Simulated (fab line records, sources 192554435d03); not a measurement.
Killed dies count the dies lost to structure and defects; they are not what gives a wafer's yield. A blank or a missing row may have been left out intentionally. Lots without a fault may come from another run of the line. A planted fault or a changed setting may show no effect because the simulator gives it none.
Matching of chambers -- flow n5_finfet -- 4 sister chambers for N5_HKMG_FIN_PWFM_ALD_03 on ald_metal-01
The step deposits TiN, target thk 2 nm, pulse time 1 s, purge time 3 s. 8 wafers are shown with their chamber, then 8 later ones without.

## WAFERS WITH THEIR CHAMBER
wafer,chamber,heater_power_w (W),precursor_pulse_height_rel
L079.3,3,755,1.013
L087.2,1,912,1.009
L088.4,3,754,1.028
L088.5,2,952,0.991
L089.2,0,747,0.994
L089.4,1,914,1.015
L089.5,2,936,1.020
L093.1,0,751,1.017

## WAFERS WITH NO CHAMBER GIVEN
wafer,heater_power_w (W),precursor_pulse_height_rel
L093.3,890,0.997
L093.5,757,1.026
L095.1,725,0.967
L095.2,983,1.017
L095.4,902,1.021
L097.4,919,0.979
L097.5,929,0.983
L097.6,759,1.057

## THE CHAMBER EACH PASSED THROUGH
wafer,from the rows above,in truth
L093.3,1,1
L093.5,can't be placed: 3 or 0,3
L095.1,can't be placed: 0 or 3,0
L095.2,2,2
L095.4,1,1
L097.4,1,1
L097.5,can't be placed: 2 or 1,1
L097.6,can't be placed: 3 or 0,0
Correct placement for 4 of the 8. Unplaceable from these rows: 4, with the true chamber sitting among the candidates in 4. 0 placed wrongly.
How it was worked out, from the rows above alone: a wafer's distance from a chamber is the root of the sum, over the readings, of the square of ((its reading less the chamber's mean) divided by the reading's scatter). The wafer belongs to the nearest chamber; if the next one is less than 2 further off, it can't be placed. A chamber's mean is the mean of its shown wafers. How the scatter is found: for the shown wafers, subtract from each reading the mean of its chamber, square and add these, divide the total by (wafers less chambers), then take the root.
